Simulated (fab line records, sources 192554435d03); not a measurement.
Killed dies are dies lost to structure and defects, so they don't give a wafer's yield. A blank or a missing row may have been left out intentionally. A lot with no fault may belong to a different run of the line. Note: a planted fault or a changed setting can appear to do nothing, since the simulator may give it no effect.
Split-lot trial    flow n5 finfet    21 wafers read from 7 lots, route of 1938 steps

## ON THE SPLIT
At N5_BEOL_M8_EXPOSE_08 (exposes mask M8), the setting dose mj was moved away from the recipe's 68.25 on 6 of the 21 wafers read, by -4.8% to +7.1%. The other wafers ran this setting at the recipe's value.

## FROM THE SPLIT TO THE READING: what the file shows between them, 15 steps
- N5_BEOL_M8_PEB_09: peb time 60 s
- N5_BEOL_M8_DEVELOP_10: develop time 30 s
- N5_BEOL_M8_CD_MEAS_11: target cd 38.5 nm
- N5_BEOL_M8_DESCUM_16: chemistry O2, time 7.9 s
- N5_BEOL_M8_ETCH_61: etches SiARC in CF4, target depth 45.5 nm, time 75.8 s
- N5_BEOL_M8_ETCH_62: etches SOC in N2/H2, target depth 110 nm, overetch 22 nm, time 165 s
- N5_BEOL_M8_STRIP_68: strips in N2/H2
- N5_BEOL_M8_STRIP_67: strips in CF4
- N5_BEOL_M8_HM_OPEN_17: chemistry Cl2/BCl3, target TiN, target depth 20 nm, overetch 6 nm
- N5_BEOL_M8_STRIP_19: strips in O2
- N5_BEOL_M8_CD_MEAS_18: pitch 80 nm, target cd 40 nm
- N5_BEOL_M8_COAT_63: time 60 s, resist thk 60 nm
- N5_BEOL_M8_COAT_64: time 60 s, resist thk 12 nm
- N5_BEOL_M8_PRECLEAN_42: cleans in residue remover, time 60 s
- N5_BEOL_M8_SRD_43: time 30 s

## THE READING
cd nm (nm) at N5_BEOL_M8_CD_MEAS_35, where the cd target is 40 nm. Fault-free wafers of this fab line usually give 39.9 nm, standard deviation 0.59 nm.

wafer   tool, chamber at the split  dose mj as run  against the recipe  cd nm, nm  against lot-mates on the recipe
L079.3  arfi scanner-01, 0          68.25           recipe              40.4       -
L079.5  arfi scanner-01, 0          68.25           recipe              40.1       -
L079.6  arfi scanner-01, 0          68.25           recipe              39.7       -
L081.2  arfi scanner-03, 0          73.1            +7.1%               44.0       +4.0
L081.4  arfi scanner-03, 0          68.25           recipe              40.0       -
L081.6  arfi scanner-03, 0          73.1            +7.1%               44.0       +4.0
L090.1  arfi scanner-01, 0          64.99           -4.8%               36.9       -2.8
L090.2  arfi scanner-01, 0          68.25           recipe              39.4       -
L090.6  arfi scanner-01, 0          68.25           recipe              39.9       -
L087.2  arfi scanner-02, 0          71.59           +4.9%               42.4       +3.7
L087.3  arfi scanner-02, 0          68.25           recipe              38.2       -
L087.6  arfi scanner-02, 0          68.25           recipe              39.1       -
L091.1  arfi scanner-01, 0          68.25           recipe              39.0       -
L091.4  arfi scanner-01, 0          68.25           recipe              40.0       -
L091.5  arfi scanner-01, 0          68.25           recipe              40.2       -
L097.3  arfi scanner-02, 0          68.25           recipe              40.3       -
L097.4  arfi scanner-02, 0          68.25           recipe              40.5       -
L097.5  arfi scanner-02, 0          68.25           recipe              40.9       -
L096.3  arfi scanner-01, 0          65.33           -4.3%               37.5       -1.8
L096.5  arfi scanner-01, 0          68.25           recipe              39.3       -
L096.6  arfi scanner-01, 0          65.33           -4.3%               38.1       -1.2

THE FIT
A straight line over all 21 wafers: cd nm changes by +0.559 nm for each +1% of dose mj; r = +0.94; the points scatter about the line by 0.62 nm.
The same after taking each lot's own level away (the mean of its wafers on the recipe; 21 wafers): +0.544 nm for each +1%; r = +0.96; scatter 0.47 nm.
The reading moves by 3.9 nm for the largest change in dose mj, on that fit.
Across the lots, their own levels run from 38.65 to 40.57 nm, a range of 3.2 times the standard deviation given above.
Hence the lot-to-lot level has little effect on the slope; both slopes agree.
Check: for one of the wafers moved furthest among these (+7.1%), held out of the fit, the line's prediction against its lot-mates is +4.01 nm. It came out at +4 nm against them.

## THESE WAFERS: OTHER SPLITS
Before the reading, these wafers also passed through other splits. Each is held against what the fit with the lots' levels taken away leaves over:
other split on the same wafers  wafers away from the commonest value  r with cd nm (lot level and that fit taken away)
N5_BEOL_M5_COAT_71 spin rpm     9                                     -0.04
N5_BEOL_M7_EXPOSE_25 dose mj    7                                     -0.10
N5_BEOL_M8_COAT_59 spin rpm     3                                     +0.09

## THE WHOLE CHAIN: every reading that the file lists as answering this split, in the file's order
step                   what it does                                                          reading                                                                change (the file's fit)                r (the file's)
N5_BEOL_M8_CD_MEAS_11  target cd 38.5 nm                                                     cd nm                                                                  +0.544 nm for each +1% of the setting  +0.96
N5_BEOL_M8_ETCH_61     etches SiARC in CF4, target depth 45.5 nm, time 75.8 s                BEOL_M8.cd offset nm (the simulator's own value, which no gauge read)  +0.573 nm for each +1% of the setting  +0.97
N5_BEOL_M8_ETCH_62     etches SOC in N2/H2, target depth 110 nm, overetch 22 nm, time 165 s  BEOL_M8.cd offset nm (the simulator's own value, which no gauge read)  +0.602 nm for each +1% of the setting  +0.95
N5_BEOL_M8_HM_OPEN_17  chemistry Cl2/BCl3, target TiN, target depth 20 nm, overetch 6 nm     BEOL_M8.cd offset nm (the simulator's own value, which no gauge read)  +0.583 nm for each +1% of the setting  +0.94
N5_BEOL_M8_CD_MEAS_18  pitch 80 nm, target cd 40 nm                                          cd nm                                                                  +0.566 nm for each +1% of the setting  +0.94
N5_BEOL_M8_CD_MEAS_35  target cd 40 nm                                                       cd nm                                                                  +0.568 nm for each +1% of the setting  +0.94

## THE FILE'S OWN FIT
cd nm changes by +0.568 nm for each +1% of dose mj, r = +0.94.
